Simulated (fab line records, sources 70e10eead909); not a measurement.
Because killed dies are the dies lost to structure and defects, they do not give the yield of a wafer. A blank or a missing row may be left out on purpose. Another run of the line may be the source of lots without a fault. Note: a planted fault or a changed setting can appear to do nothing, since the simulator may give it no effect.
fab line records / flow nandHarc
[record] lots = 14 wafers = 42 lastDay = 33
route steps=1302 shown A_CHANNEL_FILL_D1@492 A_DECK1_JOINT@539 A_ONON_D2@545
lots untouched by any fault: they come from a run of this same line in which no faults occurred
startH: hours from the record's opening day to when the first of the lot's shown wafers began / waitH: time in hours since the lot's previous step / " unchanged from the row above / L1.1+2: one row covering several wafers at once / - no value present, or no start provided / * or withheld: withheld / < > ~ a bound
route shown NAME@n: names a module that has steps shown in the file, with the first one's number in the route / usual: mean/standard deviation of fault-free wafers / same: alike in all rows / chamber/n: place in a boat / sites: the reading at each site / _std_site: how widely they spread, as a standard deviation / _edge_site: inner sites' mean taken away from outer sites' mean / radiusMm: how far each site lies from the wafer's centre / mask NAME#n: copy n / behind: tool/chamber where the wafer was last shaped / hold: what put the lot on hold/how long, in hours/how the hold closed / device: the transistor (n, p or np) that didn't switch / end of line: tests of these same wafers at the route's end / a step without rows: its recipe alone / killed: not the wafer's yield, but the dies lost to structure and defects at the first sort / map: dies across one wafer; x = killed, . = not, _ = none there
set.NAME: the setting the step ran with; set.NAME@STEP: the setting that earlier step ran with / model.NAME: the simulator's own value behind a step, which no gauge read
steps of the route over a sample of lots; a table a step, a row a wafer
services: the hour from which a tool's chamber was out of use, counted from the record's first day as startH (under 0 if before that day), plus the number of hours and why
[[steps]]
[step NHARC_A_CHANNEL_FILL_D1_ALD_02]
[recipe] targetThkA = 60 pulseTimeS = 10 aldCycles = 60 tempC = 300 material = SiO2
[usual] heaterPowerOuterW = 267/39 heaterPowerW = 486/67 precursorPulseHeightRel = 1.001/0.021
lot.wafer=L197.1 tool=aldHk-04 chamber=0 startH=206.02 waitH=- heaterPowerOuterW=338 heaterPowerW=606 precursorPulseHeightRel=0.972
lot.wafer=L197.4 tool=aldHk-04 chamber=1 startH=206.02 waitH=- heaterPowerOuterW=253 heaterPowerW=490 precursorPulseHeightRel=1.016
lot.wafer=L197.6 tool=aldHk-04 chamber=3 startH=206.02 waitH=- heaterPowerOuterW=267 heaterPowerW=477 precursorPulseHeightRel=1.005
lot.wafer=L198.2 tool=aldHk-01 chamber=2 startH=209.47 waitH=- heaterPowerOuterW=217 heaterPowerW=432 precursorPulseHeightRel=0.972
lot.wafer=L198.6 tool=aldHk-01 chamber=1 startH=209.47 waitH=- heaterPowerOuterW=245 heaterPowerW=441 precursorPulseHeightRel=0.980
lot.wafer=L198.5 tool=aldHk-01 chamber=2 startH=209.47 waitH=- heaterPowerOuterW=211 heaterPowerW=421 precursorPulseHeightRel=1.012
lot.wafer=L200.2 tool=aldHk-04 chamber=0 startH=226.22 waitH=- heaterPowerOuterW=338 heaterPowerW=587 precursorPulseHeightRel=1.023
lot.wafer=L200.4 tool=aldHk-04 chamber=1 startH=226.22 waitH=- heaterPowerOuterW=258 heaterPowerW=481 precursorPulseHeightRel=1.031
lot.wafer=L200.6 tool=aldHk-04 chamber=3 startH=226.22 waitH=- heaterPowerOuterW=263 heaterPowerW=478 precursorPulseHeightRel=0.975
lot.wafer=L202.3 tool=aldHk-01 chamber=0 startH=232.58 waitH=- heaterPowerOuterW=344 heaterPowerW=626 precursorPulseHeightRel=0.996
lot.wafer=L202.2 tool=aldHk-01 chamber=1 startH=232.58 waitH=- heaterPowerOuterW=244 heaterPowerW=451 precursorPulseHeightRel=1.054
lot.wafer=L202.1 tool=aldHk-01 chamber=2 startH=232.58 waitH=- heaterPowerOuterW=216 heaterPowerW=439 precursorPulseHeightRel=0.995
lot.wafer=L201.4 tool=aldHk-01 chamber=3 startH=233.13 waitH=- heaterPowerOuterW=219 heaterPowerW=388 precursorPulseHeightRel=1.030
lot.wafer=L201.3 tool=aldHk-01 chamber=1 startH=233.13 waitH=- heaterPowerOuterW=241 heaterPowerW=437 precursorPulseHeightRel=0.996
lot.wafer=L201.6 tool=aldHk-01 chamber=3 startH=233.13 waitH=- heaterPowerOuterW=217 heaterPowerW=395 precursorPulseHeightRel=1.022
lot.wafer=L203.3 tool=aldHk-04 chamber=0 startH=244.08 waitH=- heaterPowerOuterW=340 heaterPowerW=615 precursorPulseHeightRel=1.026
lot.wafer=L203.1 tool=aldHk-04 chamber=2 startH=244.08 waitH=- heaterPowerOuterW=291 heaterPowerW=494 precursorPulseHeightRel=0.991
lot.wafer=L203.5 tool=aldHk-04 chamber=0 startH=244.08 waitH=- heaterPowerOuterW=342 heaterPowerW=598 precursorPulseHeightRel=0.973
lot.wafer=L205.2 tool=aldHk-01 chamber=1 startH=258.94 waitH=- heaterPowerOuterW=244 heaterPowerW=434 precursorPulseHeightRel=0.994
lot.wafer=L205.1 tool=aldHk-01 chamber=0 startH=258.94 waitH=- heaterPowerOuterW=336 heaterPowerW=624 precursorPulseHeightRel=1.008
lot.wafer=L205.5 tool=aldHk-01 chamber=1 startH=258.94 waitH=- heaterPowerOuterW=246 heaterPowerW=446 precursorPulseHeightRel=1.010
lot.wafer=L209.4 tool=aldHk-04 chamber=2 startH=305.41 waitH=- heaterPowerOuterW=265 heaterPowerW=454 precursorPulseHeightRel=0.987
lot.wafer=L209.3 tool=aldHk-04 chamber=3 startH=305.41 waitH=- heaterPowerOuterW=260 heaterPowerW=469 precursorPulseHeightRel=0.963
lot.wafer=L209.1 tool=aldHk-04 chamber=1 startH=305.41 waitH=- heaterPowerOuterW=253 heaterPowerW=458 precursorPulseHeightRel=0.984
lot.wafer=L210.4 tool=aldHk-02 chamber=3 startH=329.61 waitH=- heaterPowerOuterW=235 heaterPowerW=435 precursorPulseHeightRel=0.986
lot.wafer=L210.1 tool=aldHk-02 chamber=1 startH=329.61 waitH=- heaterPowerOuterW=295 heaterPowerW=523 precursorPulseHeightRel=1.030
lot.wafer=L210.6 tool=aldHk-02 chamber=0 startH=329.61 waitH=- heaterPowerOuterW=255 heaterPowerW=454 precursorPulseHeightRel=0.989
lot.wafer=L216.2 tool=aldHk-02 chamber=1 startH=378.41 waitH=- heaterPowerOuterW=295 heaterPowerW=541 precursorPulseHeightRel=1.015
lot.wafer=L216.3 tool=aldHk-02 chamber=0 startH=378.41 waitH=- heaterPowerOuterW=249 heaterPowerW=446 precursorPulseHeightRel=1.019
lot.wafer=L216.6 tool=aldHk-02 chamber=2 startH=378.41 waitH=- heaterPowerOuterW=295 heaterPowerW=553 precursorPulseHeightRel=1.029
lot.wafer=L217.4 tool=aldHk-01 chamber=0 startH=406.58 waitH=- heaterPowerOuterW=336 heaterPowerW=614 precursorPulseHeightRel=0.984
lot.wafer=L217.1 tool=aldHk-01 chamber=1 startH=406.58 waitH=- heaterPowerOuterW=252 heaterPowerW=468 precursorPulseHeightRel=1.031
lot.wafer=L217.3 tool=aldHk-01 chamber=3 startH=406.58 waitH=- heaterPowerOuterW=225 heaterPowerW=399 precursorPulseHeightRel=0.981
lot.wafer=L219.2 tool=aldHk-02 chamber=3 startH=408.14 waitH=- heaterPowerOuterW=245 heaterPowerW=441 precursorPulseHeightRel=0.991
lot.wafer=L219.4 tool=aldHk-02 chamber=0 startH=408.14 waitH=- heaterPowerOuterW=247 heaterPowerW=446 precursorPulseHeightRel=1.000
lot.wafer=L219.3 tool=aldHk-02 chamber=1 startH=408.14 waitH=- heaterPowerOuterW=292 heaterPowerW=534 precursorPulseHeightRel=0.992
lot.wafer=L218.3 tool=aldHk-04 chamber=1 startH=411.07 waitH=- heaterPowerOuterW=256 heaterPowerW=477 precursorPulseHeightRel=1.019
lot.wafer=L218.6 tool=aldHk-04 chamber=2 startH=411.07 waitH=- heaterPowerOuterW=265 heaterPowerW=448 precursorPulseHeightRel=1.014
lot.wafer=L218.5 tool=aldHk-04 chamber=3 startH=411.07 waitH=- heaterPowerOuterW=264 heaterPowerW=478 precursorPulseHeightRel=0.959
lot.wafer=L220.2 tool=aldHk-01 chamber=2 startH=419.29 waitH=- heaterPowerOuterW=233 heaterPowerW=434 precursorPulseHeightRel=0.989
lot.wafer=L220.1 tool=aldHk-01 chamber=1 startH=419.29 waitH=- heaterPowerOuterW=248 heaterPowerW=462 precursorPulseHeightRel=1.040
lot.wafer=L220.5 tool=aldHk-01 chamber=2 startH=419.29 waitH=- heaterPowerOuterW=231 heaterPowerW=444 precursorPulseHeightRel=1.004
[step NHARC_A_DECK1_JOINT_CMP_02]
[recipe] material = SiOx
[usual] motorCurrentA = 12.4/1.3
lot.wafer=L197.4 tool=cmp-03 chamber=3 startH=287.16 waitH=0.4 motorCurrentA=10.9
lot.wafer=L197.1 tool=cmp-03 chamber=1 startH=287.16 waitH=0.4 motorCurrentA=14.0
lot.wafer=L197.6 tool=cmp-03 chamber=3 startH=287.16 waitH=0.4 motorCurrentA=10.6
lot.wafer=L198.2 tool=cmp-04 chamber=2 startH=287.21 waitH=0.4 motorCurrentA=13.7
lot.wafer=L198.5 tool=cmp-04 chamber=0 startH=287.21 waitH=0.4 motorCurrentA=10.1
lot.wafer=L198.6 tool=cmp-04 chamber=1 startH=287.21 waitH=0.4 motorCurrentA=12.9
lot.wafer=L200.2 tool=cmp-04 chamber=1 startH=314.31 waitH=0.4 motorCurrentA=13.4
lot.wafer=L200.4 tool=cmp-04 chamber=3 startH=314.31 waitH=0.4 motorCurrentA=14.0
lot.wafer=L200.6 tool=cmp-04 chamber=2 startH=314.31 waitH=0.4 motorCurrentA=12.8
lot.wafer=L201.4 tool=cmp-03 chamber=2 startH=314.34 waitH=0.4 motorCurrentA=12.8
lot.wafer=L201.3 tool=cmp-03 chamber=0 startH=314.34 waitH=0.4 motorCurrentA=12.9
lot.wafer=L201.6 tool=cmp-03 chamber=1 startH=314.34 waitH=0.4 motorCurrentA=14.8
lot.wafer=L202.3 tool=cmp-02 chamber=1 startH=314.40 waitH=0.5 motorCurrentA=13.2
lot.wafer=L202.2 tool=cmp-02 chamber=3 startH=314.40 waitH=0.5 motorCurrentA=12.0
lot.wafer=L202.1 tool=cmp-02 chamber=0 startH=314.40 waitH=0.5 motorCurrentA=10.9
lot.wafer=L203.3 tool=cmp-03 chamber=2 startH=326.50 waitH=0.4 motorCurrentA=13.2
lot.wafer=L203.1 tool=cmp-03 chamber=0 startH=326.50 waitH=0.4 motorCurrentA=13.1
lot.wafer=L203.5 tool=cmp-03 chamber=2 startH=326.50 waitH=0.4 motorCurrentA=12.6
lot.wafer=L205.2 tool=cmp-03 chamber=0 startH=338.40 waitH=0.4 motorCurrentA=13.1
lot.wafer=L205.1 tool=cmp-03 chamber=2 startH=338.40 waitH=0.4 motorCurrentA=13.1
lot.wafer=L205.5 tool=cmp-03 chamber=1 startH=338.40 waitH=0.4 motorCurrentA=14.2
lot.wafer=L209.3 tool=cmp-02 chamber=0 startH=387.49 waitH=0.4 motorCurrentA=11.3
lot.wafer=L209.4 tool=cmp-02 chamber=1 startH=387.49 waitH=0.4 motorCurrentA=12.7
lot.wafer=L209.1 tool=cmp-02 chamber=2 startH=387.49 waitH=0.4 motorCurrentA=11.5
lot.wafer=L210.1 tool=cmp-04 chamber=3 startH=412.10 waitH=0.4 motorCurrentA=14.1
lot.wafer=L210.4 tool=cmp-04 chamber=2 startH=412.10 waitH=0.4 motorCurrentA=12.6
lot.wafer=L210.6 tool=cmp-04 chamber=0 startH=412.10 waitH=0.4 motorCurrentA=10.1
lot.wafer=L216.2 tool=cmp-03 chamber=1 startH=465.05 waitH=0.4 motorCurrentA=14.1
lot.wafer=L216.3 tool=cmp-03 chamber=2 startH=465.05 waitH=0.4 motorCurrentA=13.0
lot.wafer=L216.6 tool=cmp-03 chamber=2 startH=465.05 waitH=0.4 motorCurrentA=12.8
lot.wafer=L219.3 tool=cmp-04 chamber=1 startH=484.88 waitH=0.4 motorCurrentA=13.1
lot.wafer=L219.2 tool=cmp-04 chamber=2 startH=484.88 waitH=0.4 motorCurrentA=13.1
lot.wafer=L219.4 tool=cmp-04 chamber=0 startH=484.88 waitH=0.4 motorCurrentA=9.9
lot.wafer=L217.3 tool=cmp-02 chamber=1 startH=484.88 waitH=0.4 motorCurrentA=13.4
lot.wafer=L217.1 tool=cmp-02 chamber=2 startH=484.88 waitH=0.4 motorCurrentA=11.6
lot.wafer=L217.4 tool=cmp-02 chamber=3 startH=484.88 waitH=0.4 motorCurrentA=12.3
lot.wafer=L218.3 tool=cmp-02 chamber=0 startH=491.60 waitH=0.4 motorCurrentA=10.8
lot.wafer=L218.5 tool=cmp-02 chamber=0 startH=491.60 waitH=0.4 motorCurrentA=11.7
lot.wafer=L218.6 tool=cmp-02 chamber=1 startH=491.60 waitH=0.4 motorCurrentA=13.0
lot.wafer=L220.1 tool=cmp-04 chamber=3 startH=504.42 waitH=0.4 motorCurrentA=14.3
lot.wafer=L220.2 tool=cmp-04 chamber=2 startH=504.42 waitH=0.4 motorCurrentA=12.6
lot.wafer=L220.5 tool=cmp-04 chamber=0 startH=504.42 waitH=0.4 motorCurrentA=10.4
[step NHARC_A_ONON_D2_DEP_00]
[recipe] targetThkA = 10000 n2FlowSccm = 2750 n2oFlowSccm = 2000 nh3FlowSccm = 500 sih4FlowSccm = 210 tempC = 400
[usual] n2oFlowSccm = 1999/5.7
lot.wafer=L197.1 tool=pecvdOnon-01 chamber=0 startH=287.93 waitH=0.1 n2oFlowSccm=2011
lot.wafer=L197.4 tool=pecvdOnon-01 chamber=0 startH=287.93 waitH=0.1 n2oFlowSccm=1999
lot.wafer=L197.6 tool=pecvdOnon-01 chamber=0 startH=287.93 waitH=0.1 n2oFlowSccm=2000
lot.wafer=L198.2 tool=pecvdOnon-02 chamber=0 startH=288.29 waitH=0.3 n2oFlowSccm=1998
lot.wafer=L198.5 tool=pecvdOnon-02 chamber=0 startH=288.29 waitH=0.3 n2oFlowSccm=2010
lot.wafer=L198.6 tool=pecvdOnon-02 chamber=0 startH=288.29 waitH=0.3 n2oFlowSccm=2005
lot.wafer=L200.2 tool=pecvdOnon-02 chamber=0 startH=315.14 waitH=0.1 n2oFlowSccm=1997
lot.wafer=L200.4 tool=pecvdOnon-02 chamber=0 startH=315.14 waitH=0.1 n2oFlowSccm=2002
lot.wafer=L200.6 tool=pecvdOnon-02 chamber=0 startH=315.14 waitH=0.1 n2oFlowSccm=1998
lot.wafer=L201.3 tool=pecvdOnon-01 chamber=0 startH=315.37 waitH=0.2 n2oFlowSccm=2001
lot.wafer=L201.4 tool=pecvdOnon-01 chamber=0 startH=315.37 waitH=0.2 n2oFlowSccm=1995
lot.wafer=L201.6 tool=pecvdOnon-01 chamber=0 startH=315.37 waitH=0.2 n2oFlowSccm=1998
lot.wafer=L202.1 tool=pecvdOnon-02 chamber=0 startH=315.43 waitH=0.2 n2oFlowSccm=2004
lot.wafer=L202.2 tool=pecvdOnon-02 chamber=0 startH=315.43 waitH=0.2 n2oFlowSccm=1994
lot.wafer=L202.3 tool=pecvdOnon-02 chamber=0 startH=315.43 waitH=0.2 n2oFlowSccm=2005
lot.wafer=L203.1 tool=pecvdOnon-04 chamber=0 startH=327.24 waitH=0.1 n2oFlowSccm=1996
lot.wafer=L203.3 tool=pecvdOnon-04 chamber=0 startH=327.24 waitH=0.1 n2oFlowSccm=2004
lot.wafer=L203.5 tool=pecvdOnon-04 chamber=0 startH=327.24 waitH=0.1 n2oFlowSccm=2003
lot.wafer=L205.1 tool=pecvdOnon-04 chamber=0 startH=339.33 waitH=0.1 n2oFlowSccm=2007
lot.wafer=L205.2 tool=pecvdOnon-04 chamber=0 startH=339.33 waitH=0.1 n2oFlowSccm=2006
lot.wafer=L205.5 tool=pecvdOnon-04 chamber=0 startH=339.33 waitH=0.1 n2oFlowSccm=2006
lot.wafer=L209.1 tool=pecvdOnon-04 chamber=0 startH=388.27 waitH=0.1 n2oFlowSccm=2002
lot.wafer=L209.3 tool=pecvdOnon-04 chamber=0 startH=388.27 waitH=0.1 n2oFlowSccm=1998
lot.wafer=L209.4 tool=pecvdOnon-04 chamber=0 startH=388.27 waitH=0.1 n2oFlowSccm=1994
lot.wafer=L210.1 tool=pecvdOnon-04 chamber=0 startH=412.96 waitH=0.1 n2oFlowSccm=2003
lot.wafer=L210.4 tool=pecvdOnon-04 chamber=0 startH=412.96 waitH=0.1 n2oFlowSccm=1998
lot.wafer=L210.6 tool=pecvdOnon-04 chamber=0 startH=412.96 waitH=0.1 n2oFlowSccm=2001
lot.wafer=L216.2 tool=pecvdOnon-02 chamber=0 startH=466.03 waitH=0.3 n2oFlowSccm=2000
lot.wafer=L216.3 tool=pecvdOnon-02 chamber=0 startH=466.03 waitH=0.3 n2oFlowSccm=2004
lot.wafer=L216.6 tool=pecvdOnon-02 chamber=0 startH=466.03 waitH=0.3 n2oFlowSccm=1992
lot.wafer=L217.1 tool=pecvdOnon-02 chamber=0 startH=485.66 waitH=0.1 n2oFlowSccm=2001
lot.wafer=L217.3 tool=pecvdOnon-02 chamber=0 startH=485.66 waitH=0.1 n2oFlowSccm=1999
lot.wafer=L217.4 tool=pecvdOnon-02 chamber=0 startH=485.66 waitH=0.1 n2oFlowSccm=1996
lot.wafer=L219.2 tool=pecvdOnon-04 chamber=0 startH=485.71 waitH=0.1 n2oFlowSccm=2011
lot.wafer=L219.3 tool=pecvdOnon-04 chamber=0 startH=485.71 waitH=0.1 n2oFlowSccm=2015
lot.wafer=L219.4 tool=pecvdOnon-04 chamber=0 startH=485.71 waitH=0.1 n2oFlowSccm=2008
lot.wafer=L218.3 tool=pecvdOnon-01 chamber=0 startH=492.48 waitH=0.2 n2oFlowSccm=2000
lot.wafer=L218.5 tool=pecvdOnon-01 chamber=0 startH=492.48 waitH=0.2 n2oFlowSccm=1993
lot.wafer=L218.6 tool=pecvdOnon-01 chamber=0 startH=492.48 waitH=0.2 n2oFlowSccm=1999
lot.wafer=L220.1 tool=pecvdOnon-04 chamber=0 startH=505.19 waitH=0.1 n2oFlowSccm=2001
lot.wafer=L220.2 tool=pecvdOnon-04 chamber=0 startH=505.19 waitH=0.1 n2oFlowSccm=2000
lot.wafer=L220.5 tool=pecvdOnon-04 chamber=0 startH=505.19 waitH=0.1 n2oFlowSccm=1993
[step NHARC_A_ONON_D2_THK_MEAS_02]
[recipe] thkMeasGauge = ellipsometry
[usual] thkNm = 1000/8.2
lot.wafer=L197.1 tool=filmMetro-01 chamber=- startH=288.43 waitH=- thkNm=1004
lot.wafer=L197.4 tool=filmMetro-01 chamber=- startH=288.43 waitH=- thkNm=1000
lot.wafer=L197.6 tool=filmMetro-01 chamber=- startH=288.43 waitH=- thkNm=1001
lot.wafer=L198.2 tool=filmMetro-01 chamber=- startH=288.74 waitH=- thkNm=994
lot.wafer=L198.5 tool=filmMetro-01 chamber=- startH=288.74 waitH=- thkNm=992
lot.wafer=L198.6 tool=filmMetro-01 chamber=- startH=288.74 waitH=- thkNm=994
lot.wafer=L200.2 tool=filmMetro-02 chamber=- startH=315.59 waitH=- thkNm=1015
lot.wafer=L200.4 tool=filmMetro-02 chamber=- startH=315.59 waitH=- thkNm=1016
lot.wafer=L200.6 tool=filmMetro-02 chamber=- startH=315.59 waitH=- thkNm=1014
lot.wafer=L201.3 tool=filmMetro-01 chamber=- startH=315.76 waitH=- thkNm=994
lot.wafer=L201.4 tool=filmMetro-01 chamber=- startH=315.76 waitH=- thkNm=994
lot.wafer=L201.6 tool=filmMetro-01 chamber=- startH=315.76 waitH=- thkNm=993
lot.wafer=L202.1 tool=filmMetro-01 chamber=- startH=315.94 waitH=- thkNm=988
lot.wafer=L202.2 tool=filmMetro-01 chamber=- startH=315.94 waitH=- thkNm=990
lot.wafer=L202.3 tool=filmMetro-01 chamber=- startH=315.94 waitH=- thkNm=989
lot.wafer=L203.1 tool=filmMetro-02 chamber=- startH=327.76 waitH=- thkNm=993
lot.wafer=L203.3 tool=filmMetro-02 chamber=- startH=327.76 waitH=- thkNm=994
lot.wafer=L203.5 tool=filmMetro-02 chamber=- startH=327.76 waitH=- thkNm=993
lot.wafer=L205.1 tool=filmMetro-01 chamber=- startH=339.84 waitH=- thkNm=1011
lot.wafer=L205.2 tool=filmMetro-01 chamber=- startH=339.84 waitH=- thkNm=1010
lot.wafer=L205.5 tool=filmMetro-01 chamber=- startH=339.84 waitH=- thkNm=1009
lot.wafer=L209.1 tool=filmMetro-02 chamber=- startH=388.79 waitH=- thkNm=1074
lot.wafer=L209.3 tool=filmMetro-02 chamber=- startH=388.79 waitH=- thkNm=1073
lot.wafer=L209.4 tool=filmMetro-02 chamber=- startH=388.79 waitH=- thkNm=1074
lot.wafer=L210.1 tool=filmMetro-02 chamber=- startH=413.47 waitH=- thkNm=1076
lot.wafer=L210.4 tool=filmMetro-02 chamber=- startH=413.47 waitH=- thkNm=1073
lot.wafer=L210.6 tool=filmMetro-02 chamber=- startH=413.47 waitH=- thkNm=1075
lot.wafer=L216.2 tool=filmMetro-02 chamber=- startH=466.48 waitH=- thkNm=1005
lot.wafer=L216.3 tool=filmMetro-02 chamber=- startH=466.48 waitH=- thkNm=1006
lot.wafer=L216.6 tool=filmMetro-02 chamber=- startH=466.48 waitH=- thkNm=1006
lot.wafer=L219.2 tool=filmMetro-02 chamber=- startH=486.16 waitH=- thkNm=988
lot.wafer=L219.3 tool=filmMetro-02 chamber=- startH=486.16 waitH=- thkNm=987
lot.wafer=L219.4 tool=filmMetro-02 chamber=- startH=486.16 waitH=- thkNm=987
lot.wafer=L217.1 tool=filmMetro-01 chamber=- startH=486.17 waitH=- thkNm=1003
lot.wafer=L217.3 tool=filmMetro-01 chamber=- startH=486.17 waitH=- thkNm=1003
lot.wafer=L217.4 tool=filmMetro-01 chamber=- startH=486.17 waitH=- thkNm=1003
lot.wafer=L218.3 tool=filmMetro-01 chamber=- startH=492.88 waitH=- thkNm=1002
lot.wafer=L218.5 tool=filmMetro-01 chamber=- startH=492.88 waitH=- thkNm=1002
lot.wafer=L218.6 tool=filmMetro-01 chamber=- startH=492.88 waitH=- thkNm=1005
lot.wafer=L220.1 tool=filmMetro-02 chamber=- startH=505.70 waitH=- thkNm=999
lot.wafer=L220.2 tool=filmMetro-02 chamber=- startH=505.70 waitH=- thkNm=999
lot.wafer=L220.5 tool=filmMetro-02 chamber=- startH=505.70 waitH=- thkNm=999
[[services]]
tool=pecvdOnon-02 chamber=- startH=185.14 hours=13.0 kind=pm
tool=cmp-04 chamber=- startH=187.37 hours=1.6 kind=repair
tool=cmp-04 chamber=- startH=211.45 hours=4.0 kind=pm
tool=cmp-03 chamber=- startH=235.87 hours=3.0 kind=repair
tool=cmp-02 chamber=- startH=241.66 hours=2.0 kind=repair
tool=aldHk-04 chamber=- startH=255.53 hours=10.0 kind=pm
tool=cmp-03 chamber=- startH=260.14 hours=4.0 kind=pm
tool=cmp-04 chamber=- startH=302.63 hours=1.3 kind=repair
tool=cmp-04 chamber=- startH=309.45 hours=4.0 kind=pm
tool=pecvdOnon-04 chamber=- startH=311.00 hours=13.0 kind=pm
tool=cmp-04 chamber=- startH=327.90 hours=0.9 kind=repair
tool=cmp-03 chamber=- startH=358.14 hours=4.0 kind=pm
tool=cmp-04 chamber=- startH=358.48 hours=1.4 kind=repair
tool=pecvdOnon-02 chamber=- startH=366.14 hours=13.0 kind=pm
tool=cmp-04 chamber=- startH=368.86 hours=1.2 kind=repair
tool=cmp-03 chamber=- startH=399.69 hours=7.1 kind=repair
tool=cmp-04 chamber=- startH=407.45 hours=4.0 kind=pm
tool=cmp-03 chamber=- startH=420.04 hours=2.8 kind=repair
tool=aldHk-04 chamber=- startH=433.53 hours=10.0 kind=pm
tool=cmp-04 chamber=- startH=436.22 hours=2.1 kind=repair
tool=cmp-04 chamber=- startH=447.82 hours=0.7 kind=repair
tool=cmp-03 chamber=- startH=456.14 hours=4.0 kind=pm
tool=aldHk-01 chamber=- startH=476.66 hours=10.0 kind=pm
tool=pecvdOnon-04 chamber=- startH=492.00 hours=13.0 kind=pm
[[key]]
[firstSign] step = NHARC_A_ONON_D2_THK_MEAS_02 reading = thkNm direction = up sigmas = 8.9 usual = 1000 struck = 1074
effect none on later readings
metAt NHARC_A_ONON_D2_DEP_00
struckLots L209,L210
laterRowsLeftOut L209.1,L209.3,L209.4,L210.1,L210.4,L210.6
sortLeftOut L209.1,L209.3,L209.4,L210.1,L210.4,L210.6
testerLeftOut L209,L210
notActingAt NHARC_A_CHANNEL_FILL_D1_ALD_02,NHARC_A_DECK1_JOINT_CMP_02
onsetBetween 339.33 388.27
[fault] kind = processParameterDrift tool = pecvdOnon-04 chamber = - onsetH = 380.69 steps = NHARC_A_ONON_D2_DEP_00 channel = targetThkA offset = * shape = step endH = 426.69 actsIn = * stated = *
// testerLeftOut: of these lots the tester's yield and bins aren't shown, on N5 and GAA mostly nor the transistor test; their killed dies are dies lost to structure and defects alone, not to doping, threshold or leakage, so they don't give the yield
// sortLeftOut: the simulated sort isn't trusted on such a fault, so these wafers' sort isn't shown, and their yield isn't known
// laterRowsLeftOut: the simulator's readings of these wafers behind a module that went badly wrong aren't trusted and aren't shown, but for the sort
